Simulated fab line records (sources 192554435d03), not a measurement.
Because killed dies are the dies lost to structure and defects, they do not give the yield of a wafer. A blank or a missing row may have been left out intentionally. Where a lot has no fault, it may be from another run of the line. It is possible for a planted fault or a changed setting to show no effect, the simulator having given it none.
Matching of chambers / flow n5Finfet / N5_BEOL_M3_DESCUM_33 on rieDiel-02 has 4 sister chambers
The step chemistry O2, time 7 s. 4 wafers are shown with their chamber, then 8 later ones without.

EACH WAFER AND ITS CHAMBER
wafer=L080.2; chamber=0; showerheadPlenumPTorr (Torr)=2.03
wafer=L087.4; chamber=2; showerheadPlenumPTorr (Torr)=2.15
wafer=L087.6; chamber=3; showerheadPlenumPTorr (Torr)=2.10
wafer=L094.1; chamber=1; showerheadPlenumPTorr (Torr)=2.03

WAFERS MISSING THEIR CHAMBER
wafer=L094.2; showerheadPlenumPTorr (Torr)=2.02
wafer=L094.5; showerheadPlenumPTorr (Torr)=2.10
wafer=L093.3; showerheadPlenumPTorr (Torr)=2.10
wafer=L093.4; showerheadPlenumPTorr (Torr)=2.15
wafer=L093.5; showerheadPlenumPTorr (Torr)=2.03
wafer=L097.2; showerheadPlenumPTorr (Torr)=2.02
wafer=L097.3; showerheadPlenumPTorr (Torr)=2.09
wafer=L097.4; showerheadPlenumPTorr (Torr)=2.15

WHICH CHAMBER EACH WENT THROUGH
wafer=L094.2; from the rows above=can't be placed: 0 or 1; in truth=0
wafer=L094.5; from the rows above=3; in truth=3
wafer=L093.3; from the rows above=3; in truth=3
wafer=L093.4; from the rows above=2; in truth=2
wafer=L093.5; from the rows above=can't be placed: 0 or 1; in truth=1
wafer=L097.2; from the rows above=can't be placed: 0 or 1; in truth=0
wafer=L097.3; from the rows above=3; in truth=3
wafer=L097.4; from the rows above=2; in truth=2
Placed correctly: 5 of 8. Not placeable from these rows: 3 (in 3, the candidates include the true chamber). 0 placed wrongly.
How it was worked out, from the rows above alone: a wafer's distance from a chamber is the root of the sum, over the readings, of the square of ((its reading less the chamber's mean) divided by the reading's scatter). If the next closest chamber is less than 2 further off than the closest, the wafer can't be placed; otherwise it belongs to the closest. Each chamber's mean is taken over the wafers shown for it. The scatter (one wafer shown for each chamber): square how far every hidden wafer sits from the nearest shown wafer, average those squares and take the square root.
